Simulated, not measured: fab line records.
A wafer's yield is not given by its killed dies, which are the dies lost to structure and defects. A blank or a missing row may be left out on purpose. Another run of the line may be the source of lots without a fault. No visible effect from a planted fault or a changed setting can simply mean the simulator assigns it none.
Matching of chambers :: flow nand harc :: NHARC_P_M2_PRE_CLEAN_32 on pecvd-04 has 3 sister chambers
The step time 12 s. 6 wafers are shown with their chamber, then 7 later ones without.

## WAFERS, EACH WITH ITS CHAMBER
wafer: L076.4
chamber: 0
heater power w (W): 667

wafer: L079.3
chamber: 0
heater power w (W): 660

wafer: L080.2
chamber: 2
heater power w (W): 614

wafer: L080.5
chamber: 1
heater power w (W): 771

wafer: L084.3
chamber: 2
heater power w (W): 601

wafer: L084.4
chamber: 1
heater power w (W): 771

## WAFERS WITHOUT THEIR CHAMBER
wafer: L084.6
heater power w (W): 658

wafer: L088.2
heater power w (W): 599

wafer: L088.4
heater power w (W): 597

wafer: L088.5
heater power w (W): 626

wafer: L092.1
heater power w (W): 554

wafer: L092.3
heater power w (W): 658

wafer: L092.4
heater power w (W): 713

## THE CHAMBER EACH PASSED THROUGH
wafer: L084.6
from the rows above: 0
in truth: 0

wafer: L088.2
from the rows above: 2
in truth: 2

wafer: L088.4
from the rows above: 2
in truth: 2

wafer: L088.5
from the rows above: 2
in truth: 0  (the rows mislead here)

wafer: L092.1
from the rows above: 2
in truth: 2

wafer: L092.3
from the rows above: 0
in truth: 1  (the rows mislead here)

wafer: L092.4
from the rows above: can't be placed: 0 or 1
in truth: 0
4 of 7 placed correctly. Cannot be placed on the basis of these rows: 1; the candidates contain the true chamber in 1. Wrongly placed: 2.
How it was worked out, from the rows above alone: a wafer's distance from a chamber is the root of the sum, over the readings, of the square of ((its reading less the chamber's mean) divided by the reading's scatter). The wafer belongs to the nearest chamber; if the next one is less than 2 further off, it can't be placed. For every chamber, the mean is computed from those of its wafers that are shown. The scatter: take each reading less its chamber's mean, square it, sum over the shown wafers, divide by the number of wafers less the number of chambers, and take the root.
